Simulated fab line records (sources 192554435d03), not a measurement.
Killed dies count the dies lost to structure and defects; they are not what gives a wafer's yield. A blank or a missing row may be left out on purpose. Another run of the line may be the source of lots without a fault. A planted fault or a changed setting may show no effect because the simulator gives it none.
Which tool is to blame? + flow n5-finfet + Sampling: 23 lots, 69 wafers, 6 of 1938 route steps

## WHAT EACH GAUGE READ, for each wafer
N5_BEOL_M12_INSPECT_55: inspects for defects (darkfield). Usual: raw-defect-count at 75, with a standard deviation of 22.
| lot  | measured     | on                | raw-defect-count | flag |
|------|--------------|-------------------|------------------|------|
| L074 | day 11 02:17 | defect-inspect-01 | 71 75 74         |      |
| L075 | day 11 05:43 | defect-inspect-02 | 35 69 54         |      |
| L076 | day 11 22:17 | defect-inspect-01 | 60 58 49         |      |
| L077 | day 12 13:47 | defect-inspect-01 | 70 87 78         |      |
| L080 | day 12 03:02 | defect-inspect-02 | 67 77 63         |      |
| L079 | day 12 04:52 | defect-inspect-01 | 114 74 111       |      |
| L081 | day 12 15:52 | defect-inspect-01 | 66 65 69         |      |
| L078 | day 12 16:08 | defect-inspect-02 | 64 134 75        |      |
| L082 | day 12 17:36 | defect-inspect-02 | 44 45 63         |      |
| L083 | day 13 05:05 | defect-inspect-02 | 80 92 69         |      |
| L084 | day 13 13:44 | defect-inspect-02 | 92 78 63         |      |
| L085 | day 14 02:13 | defect-inspect-01 | 90 115 69        |      |
| L089 | day 14 13:56 | defect-inspect-02 | 102 114 81       |      |
| L086 | day 14 14:14 | defect-inspect-02 | 51 55 79         |      |
| L091 | day 14 17:08 | defect-inspect-02 | 88 64 86         |      |
| L090 | day 14 18:08 | defect-inspect-02 | 72 62 96         |      |
| L088 | day 14 21:33 | defect-inspect-02 | 50 81 40         |      |
| L093 | day 15 03:38 | defect-inspect-02 | 79 88 77         |      |
| L092 | day 16 00:55 | defect-inspect-02 | 68 70 95         |      |
| L094 | day 15 23:31 | defect-inspect-01 | 94 55 46         |      |
| L096 | day 16 20:01 | defect-inspect-01 | 81 50 67         |      |
| L095 | day 17 01:38 | defect-inspect-01 | 89 53 73         |      |
| L097 | day 17 01:16 | defect-inspect-01 | 51 94 60         |      |

## TOOL THAT RAN EACH LOT (tool first, then ch and the chambers of the sampled wafers, then the start)
| lot  | N5_BEOL_M11_DESCUM_33              | N5_BEOL_M11_TRENCH_ETCH_37                    | N5_BEOL_M11_PRE_CLEAN_45     | N5_BEOL_M11_ALD_74                  | N5_BEOL_M12_ETCH_67                |
|------|------------------------------------|-----------------------------------------------|------------------------------|-------------------------------------|------------------------------------|
| L074 | rie-diel-03 ch 0,2,3, day 10 13:38 | rie-diel-03 ch 0,2,3, day 10 14:47 or earlier | pvd-sputter-01, day 10 14:47 | ald-metal-03 ch 1,2,3, day 10 14:50 | rie-diel-06 ch 0,1,2, day 10 18:53 |
| L075 | rie-diel-02 ch 0,1,2, day 10 20:36 | rie-diel-02 ch 0,1,2, day 10 21:43 or earlier | pvd-sputter-02, day 10 21:43 | ald-metal-04 ch 0,1,3, day 10 21:50 | rie-diel-05 ch 0,1,2, day 11 01:39 |
| L076 | rie-diel-02 ch 0,1,2, day 11 12:13 | rie-diel-02 ch 0,1,2, day 11 13:16 or earlier | pvd-sputter-03, day 11 13:16 | ald-metal-04 ch 0,3, day 11 13:33   | rie-diel-05 ch 2,3, day 11 19:28   |
| L077 | rie-diel-02 ch 0,2,3, day 11 19:37 | rie-diel-02 ch 0,2,3, day 11 20:59 or earlier | pvd-sputter-02, day 11 20:59 | ald-metal-01 ch 1,2, day 11 21:11   | rie-diel-06 ch 1,2, day 12 00:51   |
| L080 | rie-diel-03 ch 0,2,3, day 11 19:47 | rie-diel-03 ch 0,2,3, day 11 20:54 or earlier | pvd-sputter-02, day 11 20:54 | ald-metal-04 ch 0,1, day 11 20:59   | rie-diel-05 ch 0,2,3, day 12 00:35 |
| L079 | rie-diel-01 ch 0,1,3, day 11 20:05 | rie-diel-01 ch 0,1,3, day 11 21:43 or earlier | pvd-sputter-03, day 11 21:43 | ald-metal-04 ch 0,1,2, day 11 21:47 | rie-diel-04 ch 0,1,3, day 12 02:15 |
| L081 | rie-diel-03 ch 2,3, day 12 01:04   | rie-diel-03 ch 2,3, day 12 02:40 or earlier   | pvd-sputter-01, day 12 02:40 | ald-metal-01 ch 0,2,3, day 12 02:45 | rie-diel-04 ch 1,2,3, day 12 05:47 |
| L078 | rie-diel-03 ch 1,2,3, day 12 02:30 | rie-diel-03 ch 1,2,3, day 12 03:35 or earlier | pvd-sputter-03, day 12 03:35 | ald-metal-01 ch 1,2, day 12 03:41   | rie-diel-05 ch 0,1,2, day 12 09:01 |
| L082 | rie-diel-02 ch 1,2,3, day 12 10:01 | rie-diel-02 ch 1,2,3, day 12 11:04 or earlier | pvd-sputter-03, day 12 11:04 | ald-metal-01 ch 1,2,3, day 12 11:22 | rie-diel-05 ch 1,2,3, day 12 15:10 |
| L083 | rie-diel-02 ch 0,1,2, day 12 18:07 | rie-diel-02 ch 0,1,2, day 12 19:31 or earlier | pvd-sputter-03, day 12 19:31 | ald-metal-01 ch 0,2, day 12 19:34   | rie-diel-05 ch 0,1,3, day 12 23:07 |
| L084 | rie-diel-01 ch 1,2,3, day 13 01:37 | rie-diel-01 ch 1,2,3, day 13 03:04 or earlier | pvd-sputter-01, day 13 03:04 | ald-metal-04 ch 1,2,3, day 13 03:07 | rie-diel-05 ch 0,1, day 13 06:29   |
| L085 | rie-diel-03 ch 0,1,2, day 13 17:15 | rie-diel-03 ch 0,1,2, day 13 18:19 or earlier | pvd-sputter-03, day 13 18:19 | ald-metal-04 ch 1,2,3, day 13 18:23 | rie-diel-04 ch 0,2,3, day 13 22:14 |
| L089 | rie-diel-01 ch 0,2,3, day 14 03:58 | rie-diel-01 ch 0,2,3, day 14 07:02 or earlier | pvd-sputter-02, day 14 07:02 | ald-metal-03 ch 0,2,3, day 14 07:06 | rie-diel-04 ch 1,3, day 14 10:22   |
| L086 | rie-diel-03 ch 0,2,3, day 14 03:58 | rie-diel-03 ch 0,2,3, day 14 07:07 or earlier | pvd-sputter-02, day 14 07:07 | ald-metal-04 ch 0,1,2, day 14 07:11 | rie-diel-06 ch 1,2,3, day 14 10:36 |
| L091 | rie-diel-03 ch 2,3, day 14 07:24   | rie-diel-03 ch 2,3, day 14 08:58 or earlier   | pvd-sputter-02, day 14 08:58 | ald-metal-03 ch 0,2, day 14 09:01   | rie-diel-06 ch 1,2,3, day 14 12:41 |
| L090 | rie-diel-02 ch 0,3, day 14 09:45   | rie-diel-02 ch 0,3, day 14 12:08 or earlier   | pvd-sputter-03, day 14 12:08 | ald-metal-03 ch 2,3, day 14 12:11   | rie-diel-05 ch 0,2, day 14 15:21   |
| L088 | rie-diel-03 ch 0,1,2, day 14 11:58 | rie-diel-03 ch 0,1,2, day 14 13:23 or earlier | pvd-sputter-03, day 14 13:23 | ald-metal-03 ch 0,1,3, day 14 13:27 | rie-diel-06 ch 1,2,3, day 14 18:49 |
| L093 | rie-diel-02 ch 0,2,3, day 14 17:04 | rie-diel-02 ch 0,2,3, day 14 18:16 or earlier | pvd-sputter-02, day 14 18:16 | ald-metal-04 ch 1,3, day 14 18:19   | rie-diel-06 ch 0,3, day 15 00:04   |
| L092 | rie-diel-03 ch 0,2,3, day 15 14:26 | rie-diel-03 ch 0,2,3, day 15 16:34 or earlier | pvd-sputter-01, day 15 16:34 | ald-metal-03 ch 2,3, day 15 16:38   | rie-diel-04 ch 0,1,3, day 15 19:44 |
| L094 | rie-diel-02 ch 2,3, day 15 15:44   | rie-diel-02 ch 2,3, day 15 16:56 or earlier   | pvd-sputter-01, day 15 16:56 | ald-metal-04 ch 0,1, day 15 16:59   | rie-diel-06 ch 0,1,2, day 15 20:19 |
| L096 | rie-diel-01 ch 1,3, day 16 11:55   | rie-diel-01 ch 1,3, day 16 12:59 or earlier   | pvd-sputter-01, day 16 12:59 | ald-metal-01 ch 1,3, day 16 13:06   | rie-diel-05 ch 0,2,3, day 16 16:20 |
| L095 | rie-diel-03 ch 1,2,3, day 16 14:19 | rie-diel-03 ch 1,2,3, day 16 15:41 or earlier | pvd-sputter-01, day 16 15:41 | ald-metal-03 ch 1,2,3, day 16 15:45 | rie-diel-06 ch 0,3, day 16 20:31   |
| L097 | rie-diel-02 ch 0,1,2, day 16 14:22 | rie-diel-02 ch 0,1,2, day 16 15:35 or earlier | pvd-sputter-03, day 16 15:35 | ald-metal-04 ch 0,3, day 16 15:41   | rie-diel-04 ch 0,1,2, day 16 20:27 |
- N5_BEOL_M11_DESCUM_33: chemistry O2, time 7.9 s.
- N5_BEOL_M11_TRENCH_ETCH_37: etches SiCOH lowk in C4F6/O2, target depth 148.83 nm, time 48 s.
- N5_BEOL_M11_PRE_CLEAN_45: time 30 s.
- N5_BEOL_M11_ALD_74: deposits TaN, target thk 2 nm, pulse time 2 s, purge time 3 s.
- N5_BEOL_M12_ETCH_67: etches SiARC in CF4, target depth 143 nm, time 238.3 s.

## AS READ BY THE TOOLS THEMSELVES (means over the sampled wafers that have a number; for cases with no such wafer, the mark the record gives instead)
N5_BEOL_M11_DESCUM_33. Usual: drypump-motor-current-A 5.6 A, standard deviation 0.5; oes-product-au 0.74 a.u., standard deviation 0.057; rf-vpp-V 243.4 V, standard deviation 1.6; showerhead-plenum-p-Torr 2.11 Torr, standard deviation 0.085; throttle-valve-pct 20.52 %, standard deviation 0.24.
| lot  | tool        | drypump-motor-current-A (A) | oes-product-au (a.u.) | rf-vpp-V (V) | showerhead-plenum-p-Torr (Torr) | throttle-valve-pct (%) | flag |
|------|-------------|-----------------------------|-----------------------|--------------|---------------------------------|------------------------|------|
| L074 | rie-diel-03 | 5.8                         | 0.74                  | 244.0        | 2.14                            | 20.46                  |      |
| L075 | rie-diel-02 | 5.4                         | 0.73                  | 240.9        | 1.99                            | 20.50                  |      |
| L076 | rie-diel-02 | 5.4                         | 0.72                  | 240.8        | 1.99                            | 20.51                  |      |
| L077 | rie-diel-02 | 5.7                         | 0.76                  | 242.4        | 2.06                            | 20.58                  |      |
| L080 | rie-diel-03 | 5.9                         | 0.73                  | 245.1        | 2.14                            | 20.47                  |      |
| L079 | rie-diel-01 | 5.7                         | 0.75                  | 243.9        | 2.15                            | 20.65                  |      |
| L081 | rie-diel-03 | 6.0                         | 0.74                  | 244.3        | 2.17                            | 20.43                  |      |
| L078 | rie-diel-03 | 5.8                         | 0.73                  | 244.3        | 2.14                            | 20.51                  |      |
| L082 | rie-diel-02 | 5.5                         | 0.74                  | 242.0        | 2.03                            | 20.41                  |      |
| L083 | rie-diel-02 | 5.4                         | 0.72                  | 241.7        | 1.99                            | 20.53                  |      |
| L084 | rie-diel-01 | 5.3                         | 0.81                  | 244.8        | 2.17                            | 20.58                  |      |
| L085 | rie-diel-03 | 5.7                         | 0.71                  | 243.6        | 2.10                            | 20.57                  |      |
| L089 | rie-diel-01 | 5.4                         | 0.76                  | 245.2        | 2.15                            | 20.56                  |      |
| L086 | rie-diel-03 | 5.8                         | 0.72                  | 244.2        | 2.13                            | 20.49                  |      |
| L091 | rie-diel-03 | 6.2                         | 0.72                  | 244.2        | 2.16                            | 20.34                  |      |
| L090 | rie-diel-02 | 5.4                         | 0.74                  | 243.6        | 2.10                            | 20.54                  |      |
| L088 | rie-diel-03 | 5.6                         | 0.71                  | 244.0        | 2.10                            | 20.56                  |      |
| L093 | rie-diel-02 | 5.7                         | 0.75                  | 242.7        | 2.05                            | 20.60                  |      |
| L092 | rie-diel-03 | 5.8                         | 0.72                  | 243.8        | 2.13                            | 20.51                  |      |
| L094 | rie-diel-02 | 5.8                         | 0.77                  | 241.9        | 2.09                            | 20.52                  |      |
| L096 | rie-diel-01 | 5.4                         | 0.75                  | 243.8        | 2.12                            | 20.72                  |      |
| L095 | rie-diel-03 | 5.8                         | 0.71                  | 242.9        | 2.13                            | 20.55                  |      |
| L097 | rie-diel-02 | 5.4                         | 0.80                  | 242.6        | 2.07                            | 20.46                  |      |

N5_BEOL_M11_TRENCH_ETCH_37. Usual: bias-w 184.9 W, standard deviation 0.53; drypump-motor-current-A 5.6 A, standard deviation 0.5; oes_f_703_au 0.74 a.u., standard deviation 0.057; oes_o_777_au 0.74 a.u., standard deviation 0.056; oes-product-au 0.74 a.u., standard deviation 0.058; rf-vpp-V 664 V, standard deviation 14; showerhead-plenum-p-Torr 2.88 Torr, standard deviation 0.11; throttle-valve-pct 21.09 %, standard deviation 0.22.
| lot  | tool        | bias-w (W) | drypump-motor-current-A (A) | oes_f_703_au (a.u.) | oes_o_777_au (a.u.) | oes-product-au (a.u.) | rf-vpp-V (V) | showerhead-plenum-p-Torr (Torr) | throttle-valve-pct (%) | flag |
|------|-------------|------------|-----------------------------|---------------------|---------------------|-----------------------|--------------|---------------------------------|------------------------|------|
| L074 | rie-diel-03 | 185.0      | 5.9                         | 0.73                | 0.73                | 0.74                  | 669          | 2.92                            | 21.00                  |      |
| L075 | rie-diel-02 | 185.3      | 5.4                         | 0.73                | 0.73                | 0.72                  | 663          | 2.74                            | 21.10                  |      |
| L076 | rie-diel-02 | 184.6      | 5.4                         | 0.73                | 0.72                | 0.72                  | 663          | 2.74                            | 21.10                  |      |
| L077 | rie-diel-02 | 185.2      | 5.7                         | 0.76                | 0.76                | 0.76                  | 663          | 2.83                            | 21.20                  |      |
| L080 | rie-diel-03 | 184.9      | 5.9                         | 0.73                | 0.72                | 0.73                  | 671          | 2.91                            | 21.02                  |      |
| L079 | rie-diel-01 | 185.1      | 5.7                         | 0.77                | 0.76                | 0.75                  | 662          | 2.92                            | 21.11                  |      |
| L081 | rie-diel-03 | 185.4      | 6.0                         | 0.72                | 0.72                | 0.73                  | 683          | 2.95                            | 20.93                  |      |
| L078 | rie-diel-03 | 185.3      | 5.8                         | 0.72                | 0.72                | 0.73                  | 669          | 2.91                            | 21.03                  |      |
| L082 | rie-diel-02 | 185.7      | 5.6                         | 0.75                | 0.75                | 0.75                  | 663          | 2.79                            | 21.02                  |      |
| L083 | rie-diel-02 | 184.4      | 5.4                         | 0.72                | 0.72                | 0.71                  | 664          | 2.73                            | 21.13                  |      |
| L084 | rie-diel-01 | 185.1      | 5.3                         | 0.82                | 0.81                | 0.81                  | 660          | 2.94                            | 21.08                  |      |
| L085 | rie-diel-03 | 185.3      | 5.6                         | 0.71                | 0.70                | 0.70                  | 657          | 2.87                            | 21.13                  |      |
| L089 | rie-diel-01 | 184.5      | 5.4                         | 0.77                | 0.76                | 0.77                  | 657          | 2.92                            | 21.10                  |      |
| L086 | rie-diel-03 | 184.4      | 5.9                         | 0.72                | 0.71                | 0.71                  | 670          | 2.90                            | 21.04                  |      |
| L091 | rie-diel-03 | 184.8      | 6.2                         | 0.70                | 0.70                | 0.72                  | 684          | 2.94                            | 20.89                  |      |
| L090 | rie-diel-02 | 184.7      | 5.4                         | 0.74                | 0.72                | 0.73                  | 664          | 2.89                            | 21.24                  |      |
| L088 | rie-diel-03 | 184.5      | 5.6                         | 0.71                | 0.70                | 0.71                  | 656          | 2.87                            | 21.13                  |      |
| L093 | rie-diel-02 | 184.7      | 5.7                         | 0.74                | 0.74                | 0.75                  | 663          | 2.82                            | 21.25                  |      |
| L092 | rie-diel-03 | 184.5      | 5.8                         | 0.71                | 0.70                | 0.71                  | 671          | 2.90                            | 21.06                  |      |
| L094 | rie-diel-02 | 185.6      | 5.8                         | 0.77                | 0.76                | 0.78                  | 663          | 2.87                            | 21.16                  |      |
| L096 | rie-diel-01 | 185.0      | 5.4                         | 0.76                | 0.76                | 0.74                  | 659          | 2.88                            | 21.24                  |      |
| L095 | rie-diel-03 | 185.3      | 5.8                         | 0.69                | 0.69                | 0.70                  | 669          | 2.90                            | 21.08                  |      |
| L097 | rie-diel-02 | 184.7      | 5.4                         | 0.79                | 0.79                | 0.80                  | 667          | 2.83                            | 21.05                  |      |

N5_BEOL_M11_PRE_CLEAN_45. Usual: heater-power-w at 350 W, with a standard deviation of 24.
| lot  | tool           | heater-power-w (W) | flag |
|------|----------------|--------------------|------|
| L074 | pvd-sputter-01 | 331                |      |
| L075 | pvd-sputter-02 | 360                |      |
| L076 | pvd-sputter-03 | 377                |      |
| L077 | pvd-sputter-02 | 344                |      |
| L080 | pvd-sputter-02 | 364                |      |
| L079 | pvd-sputter-03 | 351                |      |
| L081 | pvd-sputter-01 | 322                |      |
| L078 | pvd-sputter-03 | 355                |      |
| L082 | pvd-sputter-03 | 383                |      |
| L083 | pvd-sputter-03 | 356                |      |
| L084 | pvd-sputter-01 | 346                |      |
| L085 | pvd-sputter-03 | 355                |      |
| L089 | pvd-sputter-02 | 360                |      |
| L086 | pvd-sputter-02 | 351                |      |
| L091 | pvd-sputter-02 | 367                |      |
| L090 | pvd-sputter-03 | 356                |      |
| L088 | pvd-sputter-03 | 361                |      |
| L093 | pvd-sputter-02 | 348                |      |
| L092 | pvd-sputter-01 | 320                |      |
| L094 | pvd-sputter-01 | 348                |      |
| L096 | pvd-sputter-01 | 339                |      |
| L095 | pvd-sputter-01 | 341                |      |
| L097 | pvd-sputter-03 | 342                |      |

N5_BEOL_M11_ALD_74. Usual: chamber-pressure-Torr 3.001 Torr, standard deviation 0.006; heater-power-w 423 W, standard deviation 46.
| lot  | tool         | chamber-pressure-Torr (Torr) | heater-power-w (W) | flag |
|------|--------------|------------------------------|--------------------|------|
| L074 | ald-metal-03 | 3.004                        | 417                |      |
| L075 | ald-metal-04 | 2.996                        | 425                |      |
| L076 | ald-metal-04 | 2.997                        | 417                |      |
| L077 | ald-metal-01 | 3.001                        | 362                |      |
| L080 | ald-metal-04 | 2.995                        | 427                |      |
| L079 | ald-metal-04 | 2.998                        | 413                |      |
| L081 | ald-metal-01 | 3.002                        | 425                |      |
| L078 | ald-metal-01 | 3.003                        | 396                |      |
| L082 | ald-metal-01 | 3.006                        | 401                |      |
| L083 | ald-metal-01 | 3.003                        | 437                |      |
| L084 | ald-metal-04 | 3.000                        | 424                |      |
| L085 | ald-metal-04 | 3.001                        | 429                |      |
| L089 | ald-metal-03 | 3.001                        | 427                |      |
| L086 | ald-metal-04 | 3.000                        | 415                |      |
| L091 | ald-metal-03 | 3.008                        | 477                |      |
| L090 | ald-metal-03 | 3.003                        | 374                |      |
| L088 | ald-metal-03 | 2.996                        | 452                |      |
| L093 | ald-metal-04 | 3.004                        | 434                |      |
| L092 | ald-metal-03 | 3.000                        | 373                |      |
| L094 | ald-metal-04 | 2.998                        | 412                |      |
| L096 | ald-metal-01 | 3.004                        | 397                |      |
| L095 | ald-metal-03 | 2.998                        | 416                |      |
| L097 | ald-metal-04 | 3.001                        | 417                |      |

N5_BEOL_M12_ETCH_67. Usual: bias-w 35.99 W, standard deviation 0.099; drypump-motor-current-A 5.7 A, standard deviation 0.5; etch-rf-on-time-s 236 s, standard deviation 5.9; oes-product-au 0.66 a.u., standard deviation 0.068; rf-vpp-V 183.5 V, standard deviation 1.2; showerhead-plenum-p-Torr 2.10 Torr, standard deviation 0.072; throttle-valve-pct 15.70 %, standard deviation 0.24.
| lot  | tool        | bias-w (W) | drypump-motor-current-A (A) | etch-rf-on-time-s (s) | oes-product-au (a.u.) | rf-vpp-V (V) | showerhead-plenum-p-Torr (Torr) | throttle-valve-pct (%) | flag |
|------|-------------|------------|-----------------------------|-----------------------|-----------------------|--------------|---------------------------------|------------------------|------|
| L074 | rie-diel-06 | 36.04      | 5.9                         | 233                   | 0.74                  | 183.0        | 2.08                            | 15.50                  |      |
| L075 | rie-diel-05 | 36.01      | 6.2                         | 237                   | 0.63                  | 181.9        | 2.09                            | 15.83                  |      |
| L076 | rie-diel-05 | 36.00      | 5.8                         | 229                   | 0.65                  | 183.8        | 2.12                            | 15.62                  |      |
| L077 | rie-diel-06 | 35.95      | 5.6                         | 237                   | 0.65                  | 182.3        | 2.03                            | 15.72                  |      |
| L080 | rie-diel-05 | 36.01      | 5.9                         | 234                   | 0.63                  | 184.2        | 2.12                            | 15.74                  |      |
| L079 | rie-diel-04 | 35.93      | 5.6                         | 240                   | 0.64                  | 184.1        | 2.14                            | 15.84                  |      |
| L081 | rie-diel-04 | 36.02      | 5.2                         | 241                   | 0.63                  | 183.8        | 2.14                            | 15.85                  |      |
| L078 | rie-diel-05 | 36.05      | 6.1                         | 241                   | 0.62                  | 183.7        | 2.08                            | 15.85                  |      |
| L082 | rie-diel-05 | 35.98      | 6.0                         | 232                   | 0.63                  | 183.1        | 2.08                            | 15.75                  |      |
| L083 | rie-diel-05 | 36.03      | 5.8                         | 233                   | 0.61                  | 183.4        | 2.08                            | 15.87                  |      |
| L084 | rie-diel-05 | 36.00      | 5.9                         | 236                   | 0.61                  | 183.4        | 2.07                            | 15.99                  |      |
| L085 | rie-diel-04 | 36.12      | 5.2                         | 239                   | 0.59                  | 184.3        | 2.15                            | 15.85                  |      |
| L089 | rie-diel-04 | 35.97      | 5.2                         | 236                   | 0.62                  | 183.9        | 2.08                            | 15.92                  |      |
| L086 | rie-diel-06 | 36.07      | 5.4                         | 237                   | 0.67                  | 183.2        | 2.06                            | 15.61                  |      |
| L091 | rie-diel-06 | 36.06      | 5.4                         | 235                   | 0.68                  | 183.0        | 2.06                            | 15.60                  |      |
| L090 | rie-diel-05 | 36.11      | 6.2                         | 238                   | 0.62                  | 183.5        | 2.11                            | 15.75                  |      |
| L088 | rie-diel-06 | 36.14      | 5.4                         | 236                   | 0.67                  | 183.3        | 2.06                            | 15.61                  |      |
| L093 | rie-diel-06 | 35.93      | 6.0                         | 242                   | 0.74                  | 183.4        | 2.09                            | 15.37                  |      |
| L092 | rie-diel-04 | 36.03      | 5.6                         | 237                   | 0.62                  | 184.3        | 2.14                            | 15.89                  |      |
| L094 | rie-diel-06 | 35.97      | 5.9                         | 235                   | 0.68                  | 182.9        | 2.07                            | 15.60                  |      |
| L096 | rie-diel-05 | 35.80      | 5.9                         | 234                   | 0.69                  | 184.5        | 2.10                            | 15.65                  |      |
| L095 | rie-diel-06 | 36.06      | 6.0                         | 243                   | 0.71                  | 183.4        | 2.08                            | 15.40                  |      |
| L097 | rie-diel-04 | 35.93      | 5.6                         | 236                   | 0.70                  | 184.6        | 2.19                            | 15.70                  |      |

## THE ANSWER, worked out from the rows above alone
Rule: a lot is off if the mean of its wafers that have a number lies more than 3 standard deviations from the usual mean. Also off: a lot with no number at a reading for which 4 or more lots have one. The other lots that the step has rows for count as sound. Order of review: gauges by route order, followed by the tools' own readings, for which a lot's mean as printed above is used. At the first step where some lot is off, the reading lying furthest off is the one used; lots without a number count as furthest.
Nothing can be told from this: no lot is off at any reading shown.

## WHAT THE SIMULATOR PUT IN
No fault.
